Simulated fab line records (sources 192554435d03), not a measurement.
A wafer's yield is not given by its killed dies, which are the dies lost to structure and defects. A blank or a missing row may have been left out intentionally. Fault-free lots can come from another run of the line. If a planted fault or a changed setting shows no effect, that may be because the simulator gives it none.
Split-lot experiment	flow n5_finfet	21 wafers read across 7 lots, on a route 1938 steps long

== SPLIT DETAILS ==
At N5_BEOL_M0_ETCH_109 (etches SiCN in CH3F/O2, target depth 8 nm, overetch 2.4 nm, time 27.4 s), the setting bias_w was moved away from the recipe's 75 W on 4 of the 21 wafers read, by -7.2% to +14.5%. This setting was run at the recipe's value on the other wafers.

Reading taken at the split's own step.

== THE READING ==
rf_vpp_V, in V, at N5_BEOL_M0_ETCH_109 (etches SiCN in CH3F/O2, target depth 8 nm, overetch 2.4 nm, time 27.4 s). A value of 297.2 V with a standard deviation of 1.6 V is what fault-free wafers of this fab line usually give.

wafer	tool, chamber at the split	bias_w as run, W	against the recipe	rf_vpp_V, V	against lot-mates on the recipe
L075.2	rie_diel-01, 0	75	recipe	296.2	-
L075.4	rie_diel-01, 3	75	recipe	293.8	-
L075.6	rie_diel-01, 3	75	recipe	294.2	-
L076.3	rie_diel-03, 0	75	recipe	296.7	-
L076.4	rie_diel-03, 2	75	recipe	298.7	-
L076.6	rie_diel-03, 2	75	recipe	297.6	-
L078.2	rie_diel-03, 2	69.57	-7.2%	286.3	-11.6
L078.4	rie_diel-03, 1	75	recipe	297.9	-
L078.6	rie_diel-03, 2	69.57	-7.2%	284.6	-13.3
L080.3	rie_diel-03, 3	75	recipe	298.2	-
L080.4	rie_diel-03, 0	75	recipe	295.4	-
L080.6	rie_diel-03, 1	75	recipe	298.5	-
L088.2	rie_diel-05, 2	85.9	+14.5%	325.4	+27.3
L088.5	rie_diel-05, 3	75	recipe	298.1	-
L088.6	rie_diel-05, 2	85.9	+14.5%	325.5	+27.4
L090.2	rie_diel-05, 2	75	recipe	298.3	-
L090.3	rie_diel-05, 0	75	recipe	296.5	-
L090.6	rie_diel-05, 3	75	recipe	295.4	-
L091.2	rie_diel-03, 0	75	recipe	295.5	-
L091.3	rie_diel-03, 3	75	recipe	299.0	-
L091.5	rie_diel-03, 1	75	recipe	297.6	-

THE FIT
A straight line over all 21 wafers: rf_vpp_V changes by +1.88 V for each +1% of bias_w; r = +0.99; the points scatter about the line by 1.7 V.
The same after taking each lot's own level away (the mean of its wafers on the recipe; 21 wafers): +1.85 V for each +1%; r = +0.99; scatter 1.1 V.
The reading moves by 27 V for the largest change in bias_w, on that fit.
The span of the lots' own levels, 294.73 to 298.10 V, comes to 2.1 times the standard deviation stated above.
The two slopes agree, so the slope changes little with the lot-to-lot level.
Check: with one of the wafers moved furthest among these (+14.5%) left out of the fit, the line predicts +26.7 V for it against its lot-mates. Against them it came out at +27.3 V.
Tool readings at the split's step, against how far the setting was moved: rf_vpp_V r = +0.99.

== THE OTHER SPLITS THESE WAFERS WENT THROUGH ==
These wafers also went through other splits before the reading. Each is held against what the fit with the lots' levels taken away leaves over:
other split on the same wafers	wafers away from the commonest value	r with rf_vpp_V (lot level and that fit taken away)
N5_BEOL_M0_SAQP_DEVELOP_13 develop_time_s	8	-0.06
N5_BEOL_M0_TRENCH_ETCH_107 target_depth_a	9	+0.24

== THE FILE'S OWN FIT ==
rf_vpp_V changes by +1.85 V for each +1% of bias_w, r = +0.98.
